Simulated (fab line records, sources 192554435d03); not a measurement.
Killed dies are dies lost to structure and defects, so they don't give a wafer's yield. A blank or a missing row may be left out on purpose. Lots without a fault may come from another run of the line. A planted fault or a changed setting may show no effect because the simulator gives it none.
fab line records | flow n5_finfet
record lots=8 wafers=24 last_day=18
route steps=1938 shown MOL_CONTACT_COAG@589 BEOL_M4@1111 PASSIVATION@1936
lots that met no fault: from a run of the same line without faults
start_h: hours from the record's first day to the start of the lot's first wafer shown | wait_h: hours since the lot's step before | " the same as in the row above | L1.1+2: a row that stands for several wafers | - no value, or no start given | * or withheld: withheld | < > ~ a bound
route shown NAME@n: a module of which the file shows steps, and the number in the route of the first | usual: mean/standard deviation of fault-free wafers | same: alike in all rows | chamber/n: place in a boat | sites: the reading at each site | _std_site: their standard deviation | _edge_site: outer sites' mean less inner sites' | radius_mm: how far each site lies from the wafer's centre | mask NAME#n: copy n | behind: the tool/chamber that last shaped the wafer | hold: why the lot was held/for how many hours/how that ended | device: the transistor (n, p or np) that didn't switch | end of line: the same wafers' tests at the end of the route | a step without rows: its recipe alone | killed: dies lost to structure and defects at the first sort, not the wafer's yield | map: a wafer's dies, x killed, . not, _ none there
set.NAME: the setting as run; set.NAME@STEP: as run at that earlier step | model.NAME: the simulator's own value behind a step, which no gauge read
steps of the route over a sample of lots; a table a step, a row a wafer
services: from which hour (start_h, from the record's first day; less than 0 if before it) a tool's chamber was out of use, for how many hours, and why
## steps
# step N5_MOL_CONTACT_COAG_STRIP_119
# recipe chemistry=N2/H2 time_s=30 power_w=1000 temp_c=250 pressure_mtorr=withheld n2_flow_sccm=1750 h2_flow_sccm=3250
# usual drypump_motor_current_A=5.88/0.14 heater_power_w=344/23
# columns lot.wafer tool chamber start_h wait_h drypump_motor_current_A heater_power_w rf_hours_counter_h
L766.1 plasma_asher-01 0 111.80 0.1 5.95 326 100
L766.3 " 1 " " 5.97 391 -
L766.4 " 0 " " 5.96 328 -
L767.2 plasma_asher-01 1 115.75 0.1 5.96 381 101
L767.3 " 1 " " 5.97 384 -
L767.4 " 0 " " 5.98 328 -
L773.3 plasma_asher-02 1 153.02 0.1 5.91 331 -
L773.5 " 1 " " 5.90 319 -
L773.6 " 0 " " 5.66 346 -
L776.1 plasma_asher-02 0 171.58 0.1 5.69 344 50
L776.3 " 0 " " 5.70 341 -
L776.5 " 0 " " 5.71 334 -
L775.3 plasma_asher-02 0 171.95 0.1 5.66 355 -
L775.4 " 1 " " 5.90 322 -
L775.6 " 0 " " 5.63 341 -
L785.2 plasma_asher-01 0 223.48 0.1 5.99 325 125
L785.4 " 0 " " 5.97 336 -
L785.6 " 1 " " 5.99 380 -
L786.1 plasma_asher-02 1 230.12 0.1 5.91 318 61
L786.5 " 0 " " 5.67 344 -
L786.6 " 1 " " 5.93 323 -
L787.1 plasma_asher-02 1 233.41 0.1 5.89 311 62
L787.3 " 0 " " 5.66 348 -
L787.5 " 1 " " 5.90 322 -
# step N5_MOL_CONTACT_COAG_CD_MEAS_40
# recipe target_cd_nm=25.1 landing_energy_ev=500 detector=se_inlens polarity=opening
# usual cd_nm=25.11/0.21
# columns lot.wafer tool chamber start_h wait_h cd_nm
L766.1 cd_sem-03 0 112.26 - 25.06
L766.3 " 0 " " 25.21
L766.4 " 0 " " 25.30
L767.2 cd_sem-03 0 116.34 - 25.22
L767.3 " 0 " " 25.13
L767.4 " 0 " " 25.15
L773.3 cd_sem-03 0 153.47 - 24.99
L773.5 " 0 " " 25.27
L773.6 " 0 " " 24.93
L776.1 cd_sem-03 0 172.13 - 24.69
L776.3 " 0 " " 25.24
L776.5 " 0 " " 25.35
L775.3 cd_sem-03 0 172.42 - 25.07
L775.4 " 0 " " 25.36
L775.6 " 0 " " 25.00
L785.2 cd_sem-01 0 224.29 - 25.03
L785.4 " 0 " " 24.61
L785.6 " 0 " " 25.44
L786.1 cd_sem-03 0 230.71 - 24.95
L786.5 " 0 " " 24.99
L786.6 " 0 " " 24.74
L787.1 cd_sem-02 0 233.88 - 24.94
L787.3 " 0 " " 24.91
L787.5 " 0 " " 25.07
# step N5_MOL_CONTACT_COAG_OVL_MEAS_41
# recipe points_per_wafer=522
# usual VD_OVL=-0.3/0.74
# columns lot.wafer tool chamber start_h wait_h VD_OVL[nm]
L766.1 overlay-02 0 112.29 0.0 -1.4
L766.3 " 0 " " -0.7
L766.4 " 0 " " 0.6
L767.2 overlay-01 0 116.37 0.0 0.5
L767.3 " 0 " " -0.3
L767.4 " 0 " " 0.2
L773.3 overlay-02 0 153.51 0.0 0.8
L773.5 " 0 " " 0.0
L773.6 " 0 " " -0.3
L776.1 overlay-01 0 172.16 0.0 -1.5
L776.3 " 0 " " -1.6
L776.5 " 0 " " -1.1
L775.3 overlay-02 0 172.46 0.0 0.1
L775.4 " 0 " " -0.6
L775.6 " 0 " " 0.4
L785.2 overlay-02 0 224.32 0.0 0.5
L785.4 " 0 " " 0.8
L785.6 " 0 " " 0.4
L786.1 overlay-02 0 230.74 0.0 0.0
L786.5 " 0 " " 0.2
L786.6 " 0 " " 0.3
L787.1 overlay-02 0 233.91 0.0 -0.5
L787.3 " 0 " " -1.0
L787.5 " 0 " " -1.2
# step N5_MOL_CONTACT_COAG_ETCH_66
# recipe chemistry=CF4 target=SiARC target_depth_a=130 mask_material=CAR-EUV time_s=21.7 ion_energy_ev=80 pressure_mtorr=40 source_w=545 bias_w=36 Ar_flow_sccm=100 cf4_flow_sccm=100 ends=cleared
# usual bias_w=35.98/0.11 cf4_flow_sccm=100.0/0.32 drypump_motor_current_A=5.8/0.45 etch_rf_on_time_s=21.60/0.29 oes_product_au=0.67/0.072 rf_vpp_V=184.1/1.2 showerhead_plenum_p_Torr=2.14/0.067 throttle_valve_pct=15.48/0.23
# columns lot.wafer tool chamber start_h wait_h bias_w cf4_flow_sccm drypump_motor_current_A etch_rf_on_time_s oes_product_au rf_hours_counter_h rf_vpp_V showerhead_plenum_p_Torr throttle_valve_pct
L766.1 rie_diel-03 0 112.44 0.0 35.99 99.8 6.3 22.09 0.59 234 184.4 2.11 15.52
L766.3 " 1 " " 36.02 100.6 5.8 21.59 0.63 177 185.7 2.22 15.52
L766.4 " 3 " " 35.91 100.3 6.3 21.73 0.61 218 184.1 2.12 15.90
L767.2 rie_diel-02 1 116.51 0.0 35.95 100.0 4.8 21.51 0.61 207 183.7 2.04 15.56
L767.3 " 0 " " 35.79 99.7 5.5 21.42 0.70 85 184.1 2.16 15.15
L767.4 " 1 " " 36.00 100.5 4.8 21.60 0.61 - 182.8 2.04 15.54
L773.3 rie_diel-01 3 153.64 0.0 35.75 100.0 6.2 21.71 0.74 39 184.7 2.26 15.24
L773.5 " 1 " " 35.99 100.1 5.9 21.40 0.77 - 184.6 2.09 15.32
L773.6 " 2 " " 36.06 100.4 5.6 21.64 0.66 - 184.0 2.13 15.34
L776.1 rie_diel-01 1 172.31 0.0 - - - - - - - - -
L776.3 " 0 " " - - - - - - - - -
L776.5 " 1 " " - - - - - - - - -
L775.3 rie_diel-03 2 172.99 0.0 - - - - - - - - -
L775.4 " 2 " " - - - - - - - - -
L775.6 " 1 " " - - - - - - - - -
L785.2 rie_diel-01 3 224.55 0.0 35.99 100.2 6.2 21.46 0.71 68 185.6 2.25 15.30
L785.4 " 2 " " 36.09 99.9 5.6 21.33 0.64 196 184.3 2.13 15.38
L785.6 " 2 " " 35.96 99.9 5.6 21.37 0.64 - 185.2 2.13 15.38
L786.1 rie_diel-01 2 230.89 0.0 36.22 100.1 5.6 21.48 0.63 199 183.8 2.12 15.40
L786.5 " 0 " " 36.01 100.4 6.2 21.13 0.78 - 185.6 2.18 15.07
L786.6 " 1 " " 35.92 99.9 5.9 21.39 0.73 - 183.4 2.09 15.39
L787.1 rie_diel-02 3 234.06 0.0 36.03 100.1 5.8 22.03 0.67 111 184.9 2.16 15.64
L787.3 " 1 " " 36.11 99.4 4.8 21.68 0.58 249 182.3 2.03 15.65
L787.5 " 0 " " 36.02 99.4 5.5 21.58 0.67 - 184.0 2.15 15.24
# step N5_MOL_CONTACT_COAG_ETCHBACK_134
# recipe chemistry=CHF3 target=SiO2 target_depth_a=100 time_s=6.7 ion_energy_ev=200 pressure_mtorr=30 source_w=610 bias_w=170 Ar_flow_sccm=200 CHF3_flow_sccm=50
# usual CHF3_flow_sccm=50.01/0.14 drypump_motor_current_A=5.7/0.44 oes_product_au=0.81/0.089 rf_vpp_V=521/5.5 showerhead_plenum_p_Torr=2.38/0.072 throttle_valve_pct=18.57/0.23
# columns lot.wafer tool chamber start_h wait_h CHF3_flow_sccm drypump_motor_current_A oes_product_au rf_hours_counter_h rf_vpp_V showerhead_plenum_p_Torr throttle_valve_pct
L766.1 rie_diel-03 1 112.96 0.4 50.14 5.8 0.74 177 523 2.46 18.61
L766.3 " 0 " " 50.17 6.3 0.70 234 526 2.34 18.55
L766.4 " 3 " " 50.04 6.3 0.71 218 518 2.37 19.02
L767.2 rie_diel-02 1 116.94 0.1 50.01 4.8 0.71 208 521 2.27 18.61
L767.3 " 3 " " 50.22 5.8 0.82 72 529 2.42 18.72
L767.4 " 3 " " 50.11 5.8 0.81 - 527 2.42 18.74
L773.3 rie_diel-01 3 154.09 0.2 49.95 6.2 0.87 39 529 2.52 18.37
L773.5 " 1 " " 50.08 5.9 0.90 - 516 2.33 18.47
L773.6 " 3 " " 50.07 6.2 0.87 - 530 2.52 18.37
L776.1 rie_diel-02 0 172.64 0.2 49.72 5.5 0.30 105 521 2.40 18.22
L776.3 " 1 " " 49.96 4.8 0.25 228 522 2.26 18.57
L776.5 " 2 " " 50.13 5.6 0.36 - 519 2.43 18.78
L775.3 rie_diel-02 1 173.44 0.3 49.87 4.8 0.26 228 521 2.26 18.57
L775.4 " 3 " " 50.07 5.9 0.30 92 530 2.41 18.67
L775.6 " 2 " " 49.85 5.6 0.35 - 519 2.43 18.79
L785.2 rie_diel-01 1 224.81 0.1 49.80 5.9 0.86 50 517 2.32 18.49
L785.4 " 3 " " 50.05 6.2 0.83 68 528 2.51 18.43
L785.6 " 1 " " 49.69 5.9 0.86 - 517 2.32 18.49
L786.1 rie_diel-02 3 231.56 0.3 49.74 5.8 0.78 110 529 2.40 18.80
L786.5 " 0 " " 49.97 5.5 0.79 - 521 2.39 18.35
L786.6 " 3 " " 50.03 5.9 0.78 - 528 2.40 18.79
L787.1 rie_diel-02 0 234.31 0.1 50.09 5.5 0.78 125 522 2.39 18.35
L787.3 " 1 " " 49.87 4.8 0.68 249 520 2.25 18.70
L787.5 " 3 " " 50.11 5.9 0.78 - 529 2.40 18.80
# step N5_MOL_CONTACT_COAG_CD_MEAS_101
# recipe target_cd_nm=16
# usual cd_nm=15.9/0.3
# columns lot.wafer tool chamber start_h wait_h cd_nm
L766.1 cd_sem-02 - 113.47 0.0 16.5
L766.3 " - " " 16.4
L766.4 " - " " 16.3
L767.2 cd_sem-01 - 117.45 0.0 15.7
L767.3 " - " " 16.2
L767.4 " - " " 16.2
L773.3 cd_sem-02 - 154.60 0.0 15.4
L773.5 " - " " 15.7
L773.6 " - " " 15.9
L776.1 cd_sem-02 - 173.17 0.0 -
L776.3 " - " " -
L776.5 " - " " -
L775.3 cd_sem-03 - 173.95 0.0 -
L775.4 " - " " -
L775.6 " - " " -
L785.2 cd_sem-01 - 225.36 0.0 15.6
L785.4 " - " " 15.5
L785.6 " - " " 15.9
L786.1 cd_sem-02 - 232.06 0.0 15.9
L786.5 " - " " 16.3
L786.6 " - " " 16.1
L787.1 cd_sem-01 - 234.82 0.0 15.8
L787.3 " - " " 16.2
L787.5 " - " " 15.9
# step N5_BEOL_M4_RC_MEAS_101
# usual DIBL_N=36.4/1.2 DIBL_P=36.1/1.6 IOFF_N=0.156/0.024 IOFF_P=0.21/0.031 ION_N=674/11 ION_P=463/6.9 SS_N=71.5/0.5 SS_P=73.2/0.55 VT_N=250.0/2.9 VT_P=-250/3.6
# columns lot.wafer tool chamber start_h wait_h DIBL_N[mV/V] DIBL_P[mV/V] IOFF_N[nA/um] IOFF_P[nA/um] ION_N[uA/um] ION_P[uA/um] SS_N[mV/dec] SS_P[mV/dec] VT_N[mV] VT_P[mV]
L766.1 prober-01 0 173.74 0.0 37.3 38.3 0.181 0.23 680 469 72.1 73.3 247.3 -250
L766.3 " 0 " " 38.7 39.4 0.208 0.24 684 464 72.1 73.8 244.2 -249
L766.4 " 0 " " 36.8 37.6 0.167 0.21 674 459 72.4 73.3 247.0 -251
L767.2 prober-02 0 174.43 0.2 35.5 36.6 0.160 0.20 675 456 71.5 73.7 248.2 -252
L767.3 " 0 " " 35.4 36.2 0.146 0.18 661 450 71.3 73.5 250.2 -257
L767.4 " 0 " " 37.9 39.3 0.207 0.24 679 463 71.7 75.0 244.5 -249
L773.3 prober-02 0 222.35 0.3 39.1 38.8 0.219 0.26 698 476 72.2 73.5 243.5 -246
L773.5 " 0 " " 37.1 35.5 0.158 0.21 676 466 71.5 73.5 249.8 -249
L773.6 " 0 " " 38.8 38.1 0.207 0.25 698 471 71.7 73.9 244.3 -246
L785.2 prober-02 0 300.99 0.2 37.2 36.8 0.152 0.20 674 464 71.7 72.6 251.9 -254
L785.4 " 0 " " 35.7 34.9 0.127 0.18 669 462 71.3 72.5 253.1 -254
L785.6 " 0 " " 36.0 34.9 0.134 0.18 681 464 71.2 72.6 253.8 -255
L786.1 prober-02 0 314.63 0.0 37.1 37.7 0.179 0.23 668 464 71.8 74.1 247.6 -249
L786.5 " 0 " " 36.2 36.1 0.154 0.20 657 455 71.2 73.4 252.0 -253
L786.6 " 0 " " 36.1 36.2 0.154 0.20 670 460 71.6 73.5 250.1 -253
L787.1 prober-01 0 314.74 0.0 35.8 35.8 0.156 0.19 678 464 71.4 73.8 248.1 -253
L787.3 " 0 " " 35.0 34.4 0.141 0.17 674 452 72.0 73.3 251.6 -255
L787.5 " 0 " " 35.1 34.8 0.140 0.17 681 464 71.5 72.8 248.5 -254
# step N5_PASSIVATION_PROBE_49
# usual defect_limited_yield=91.4/1.5 killed_at_M0_to_M3=31/11 killed_at_M4_up=13/5.5 killed_at_contacts=13/6.3 killed_at_front_end=40/13 killed_at_other=3.3/2.6 killed_dies=101/18 killed_on_rim=13/4 killed_open=67/13 killed_short=33/7.9 sort_bin_5_function=5.1/1 sort_bin_6_memory=3.2/0.68 sort_n_pass=1079/18 sort_yield_pct=91.4/1.5
# same gross_dies=1180 killed_at_back_side=0 sort_bin_4_leakage[%]=0 sort_bin_8_speed[%]=0
# columns lot.wafer tool chamber start_h wait_h defect_limited_yield[%] killed_at_M0_to_M3 killed_at_M4_up killed_at_contacts killed_at_front_end killed_at_other killed_dies killed_on_rim killed_open killed_short sort_bin_5_function[%] sort_bin_6_memory[%] sort_n_pass sort_yield_pct[%]
L775.3 prober-01 - 331.30 0.1 0 33 13 1102 26 6 1180 152 67 24 96.9 3.1 0 0
L775.4 prober-01 - 331.35 0.2 0 35 12 1096 32 5 1180 152 78 34 96.1 3.6 0 0
L775.6 prober-01 - 331.45 0.3 0 43 7 1099 23 8 1180 152 79 22 96.6 3.2 0 0
L776.1 prober-02 - 333.38 0.0 0 23 18 1100 35 4 1180 152 68 33 96.5 3.3 0 0
L776.3 prober-02 - 333.48 0.1 0 20 20 1078 53 9 1180 152 84 38 96.1 3.3 0 0
L776.5 prober-02 - 333.58 0.2 0 14 3 1107 51 5 1180 152 63 24 96.6 3.1 0 0
# killed by level:class
L775.3 MOL_CONTACT_COAG:area_etch=1089 BEOL_M0_SAQP:geometric_particle:open=15 MOL_CONTACT_COAG:geometric_particle:open=12 BEOL_M0_SAQP:geometric_particle:short=8 BEOL_M4:geometric_particle:open=8 DUMMY_GATE:geometric_particle:open=7 BEOL_M2:geometric_particle:open=6 STI_FIN_REVEAL:geometric_particle:open=4
L775.4 MOL_CONTACT_COAG:area_etch=1068 MOL_CONTACT_COAG:geometric_particle:open=22 STI_FIN_REVEAL:geometric_particle:open=10 BEOL_M0_SAQP:geometric_particle:short=8 DUMMY_GATE:geometric_particle:open=7 BEOL_M0_SAQP:geometric_particle:open=7 BEOL_M1:geometric_particle:open=7 MOL_CONTACT_COAG:geometric_particle:short=6
L775.6 MOL_CONTACT_COAG:area_etch=1078 MOL_CONTACT_COAG:geometric_particle:open=17 BEOL_M1:geometric_particle:open=12 BEOL_M2:geometric_particle:open=11 BEOL_M0_SAQP:geometric_particle:open=9 ILD0:geometric_particle:open=5 BEOL_M3:geometric_particle:open=5 MOL_CONTACT_COAG:geometric_particle:short=4
L776.1 MOL_CONTACT_COAG:area_etch=1079 MOL_CONTACT_COAG:geometric_particle:open=21 FIN_SAQP:geometric_particle:short=11 STI_FIN_REVEAL:geometric_particle:open=7 BEOL_M4:geometric_particle:open=6 BEOL_M0_SAQP:geometric_particle:open=5 BEOL_M2:geometric_particle:open=5 STARTING-WAFER:geometric_particle:short=4
L776.3 MOL_CONTACT_COAG:area_etch=1058 MOL_CONTACT_COAG:geometric_particle:open=16 FIN_SAQP:geometric_particle:open=15 FIN_SAQP:geometric_particle:short=10 BEOL_M2:geometric_particle:open=7 STI_FIN_REVEAL:geometric_particle:open=6 BEOL_M5:geometric_particle:open=6 GATE_CUT:geometric_particle:short=5
L776.5 MOL_CONTACT_COAG:area_etch=1093 FIN_SAQP:geometric_particle:open=13 MOL_CONTACT_COAG:geometric_particle:open=13 FIN_SAQP:geometric_particle:short=11 STI_FIN_REVEAL:geometric_particle:open=10 STARTING-WAFER:geometric_particle:open=5 DUMMY_GATE:geometric_particle:open=4 BEOL_M2:geometric_particle:open=3
## services
# columns tool chamber start_h hours kind
rie_diel-02 2 108.20 - clean
rie_diel-02 2 108.20 - consumable_replace:focus_ring
rie_diel-02 2 108.20 21.8 scheduled_down
rie_diel-02 2 108.20 21.8 vent_cycle
rie_diel-01 1 121.69 7.3 repair
plasma_asher-01 - 132.90 0.6 repair
plasma_asher-02 - 139.38 4.3 pm
rie_diel-01 0 144.08 - clean
rie_diel-01 0 144.08 - consumable_replace:focus_ring
rie_diel-01 0 144.08 27.9 scheduled_down
rie_diel-01 0 144.08 27.9 vent_cycle
rie_diel-02 3 152.96 1.8 repair
rie_diel-03 0 165.62 14.4 repair
rie_diel-01 1 172.82 7.6 repair
rie_diel-02 0 174.77 2.9 repair
rie_diel-03 0 180.07 - clean
rie_diel-03 0 180.07 - consumable_replace:focus_ring
rie_diel-03 0 180.07 19.5 scheduled_down
rie_diel-03 0 180.07 19.5 vent_cycle
plasma_asher-02 - 189.71 1.6 repair
rie_diel-03 3 199.55 - clean
rie_diel-03 3 199.55 - consumable_replace:focus_ring
rie_diel-01 3 225.93 4.2 repair
plasma_asher-02 - 226.21 0.5 repair
## key
first_sign step=N5_MOL_CONTACT_COAG_ETCH_66 reading=tool_record direction=missing
effect step=N5_MOL_CONTACT_COAG_ETCHBACK_134 reading=oes_product_au direction=down sigmas=5.7 usual=0.81 struck=0.30
effect step=N5_MOL_CONTACT_COAG_CD_MEAS_101 reading=cd_nm direction=missing
effect step=N5_PASSIVATION_PROBE_49 reading=killed_at_contacts direction=up sigmas=99+ usual=13 struck=1097
more_kills_born_at N5_MOL_CONTACT_COAG_ETCH_66@rie_diel-03=3228 N5_MOL_CONTACT_COAG_ETCH_66@rie_diel-01=3226
met_at N5_MOL_CONTACT_COAG_ETCH_66
struck_lots L775,L776
later_rows_left_out L775.3,L775.4,L775.6,L776.1,L776.3,L776.5
not_acting_at N5_MOL_CONTACT_COAG_STRIP_119,N5_MOL_CONTACT_COAG_CD_MEAS_40,N5_MOL_CONTACT_COAG_OVL_MEAS_41
onset_between 153.64 172.31
fault kind=skipped_step_whole tool=rie_diel-01,rie_diel-03 chamber=- onset_h=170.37 steps=N5_MOL_CONTACT_COAG_ETCH_66 scope=struck_lots_only
# later_rows_left_out: the simulator's readings of these wafers behind a module that went badly wrong aren't trusted and aren't shown, but for the sort
